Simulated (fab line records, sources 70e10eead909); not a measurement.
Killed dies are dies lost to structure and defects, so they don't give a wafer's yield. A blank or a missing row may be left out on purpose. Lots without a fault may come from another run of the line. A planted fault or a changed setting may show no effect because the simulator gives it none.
Which tool did it? | flow nand_harc | 12 lots, 36 wafers sampled, at 2 steps of a route of 1302

WHAT THE GAUGES READ, wafer by wafer
NHARC_A_SGD_CUT_INSPECT_25.
lot  | measured     | on                | raw_defect_count
L075 | day 19 20:44 | defect_inspect-02 | 302 387 389
L077 | day 21 05:52 | defect_inspect-02 | 252 268 297
L078 | day 22 08:16 | defect_inspect-02 | 369 456 352
L080 | day 22 18:30 | defect_inspect-01 | 345 307 285
L082 | day 23 01:51 | defect_inspect-02 | 453 529 369
L085 | day 24 07:50 | defect_inspect-01 | 498 399 459
L087 | day 24 15:22 | defect_inspect-01 | 356 345 416
L089 | day 26 01:53 | defect_inspect-01 | 613 427 430
L090 | day 26 11:44 | defect_inspect-02 | 262 251 412
L093 | day 27 13:32 | defect_inspect-02 | 363 491 483
L094 | day 27 23:55 | defect_inspect-02 | 365 428 311
L097 | day 29 04:37 | defect_inspect-02 | 387 373 424

WHICH TOOL RAN EACH LOT (tool, then ch and the chambers of the sampled wafers, then the start)
lot  | NHARC_A_SGD_CUT_ETCH_15
L075 | rie_diel-04 ch 0,1, day 19 20:44 or earlier
L077 | rie_diel-06 ch 2,3, day 21 05:52 or earlier
L078 | rie_diel-04 ch 0,1,2, day 22 08:16 or earlier
L080 | rie_diel-07 ch 1,2,3, day 22 18:30 or earlier
L082 | rie_diel-04 ch 0,2,3, day 23 01:51 or earlier
L085 | rie_diel-07 ch 0,2, day 24 07:50 or earlier
L087 | rie_diel-07 ch 0,2,3, day 24 15:22 or earlier
L089 | rie_diel-06 ch 1,2,3, day 26 01:53 or earlier
L090 | rie_diel-07 ch 0,3, day 26 11:44 or earlier
L093 | rie_diel-06 ch 0,2, day 27 13:32 or earlier
L094 | rie_diel-07 ch 1,2,3, day 27 23:55 or earlier
L097 | rie_diel-07 ch 1,2,3, day 29 04:37 or earlier
- NHARC_A_SGD_CUT_ETCH_15: etches the open film in CH3F/O2, target depth 75 nm, time 64.3 s.

THE ANSWER, worked out from the rows above alone
Rule: what is usual is taken from the lots themselves. Put in order of their means at a reading, lots are off if they are a third of the lots or fewer, leave a main group of 4 or more, and stand apart from it by a gap of 3 or more times the standard deviation of the main group's means; of several such gaps the widest counts. A main group whose means are all the same, to the digits that the tables above print for the reading, isn't used. A lot without any number at a reading at which 4 lots or more have one is off too. The other lots that the step has rows for count as sound.
No lot is off at any reading shown: from this, nothing can be told.

WHAT THE SIMULATOR HAD PUT IN
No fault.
